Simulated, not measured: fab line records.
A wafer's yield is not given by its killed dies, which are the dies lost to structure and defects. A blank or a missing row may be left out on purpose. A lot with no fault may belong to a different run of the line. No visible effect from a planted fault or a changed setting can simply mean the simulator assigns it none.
Matching of chambers | flow n5 finfet | N5_SD_EPI_N_SD_RECESS_17 on rie si-05: 4 sister chambers
The step chemistry HBr/Cl2/O2, target depth 41 nm, time 23.7 s, bt time 3 s. 14 wafers are shown with their chamber, then 6 later ones without.

== WAFERS WITH THEIR CHAMBER ==
wafer  | chamber | throttle valve pct (%) | oes product au (a.u.)
L102.3 | 3       | 37.0                   | 1.017
L102.4 | 1       | 36.4                   | 1.033
L102.6 | 3       | 37.0                   | 1.014
L103.1 | 3       | 37.0                   | 1.031
L103.3 | 0       | 37.1                   | 0.979
L103.5 | 3       | 37.0                   | 1.025
L104.3 | 2       | 36.4                   | 1.023
L104.5 | 3       | 37.0                   | 1.020
L104.6 | 2       | 36.5                   | 1.011
L108.1 | 0       | 37.1                   | 0.977
L108.2 | 1       | 36.4                   | 1.021
L110.4 | 3       | 37.0                   | 1.009
L110.5 | 1       | 36.4                   | 1.037
L110.6 | 2       | 36.5                   | 1.021

SIGNATURES (means of the wafers above)
reading            | chamber 0 | chamber 1 | chamber 2 | chamber 3 | scatter within a chamber
throttle valve pct | 37.100    | 36.400    | 36.467    | 37.000    | 0.0258
oes product au     | 0.97800   | 1.03033   | 1.01833   | 1.01933   | 0.0073
Rule: a wafer's distance from a chamber is the root of the sum, over the readings, of the square of ((its reading less the chamber's mean) divided by the reading's scatter). The wafer belongs to the nearest chamber; if the next one is less than 2 further off, it can't be placed. The scatter: the root of (the sum of the squares of (reading less its chamber's mean) over the shown wafers, divided by (wafers less chambers)).

== WAFERS WITHOUT THEIR CHAMBER ==
wafer  | throttle valve pct (%) | oes product au (a.u.)
L112.1 | 37.1                   | 0.976
L112.4 | 36.4                   | 1.036
L112.6 | 36.4                   | 1.030
L124.2 | 36.4                   | 1.036
L124.4 | 37.1                   | 0.981
L124.6 | 37.1                   | 0.983

== EACH ONE'S CHAMBER ==
wafer  | from the rows above | in truth
L112.1 | 0                   | 0
L112.4 | 1                   | 1
L112.6 | 1                   | 1
L124.2 | 1                   | 1
L124.4 | 0                   | 0
L124.6 | 0                   | 0
Placed correctly: 6 of 6. Can't be placed from these rows: 0. Placed wrongly: 0.
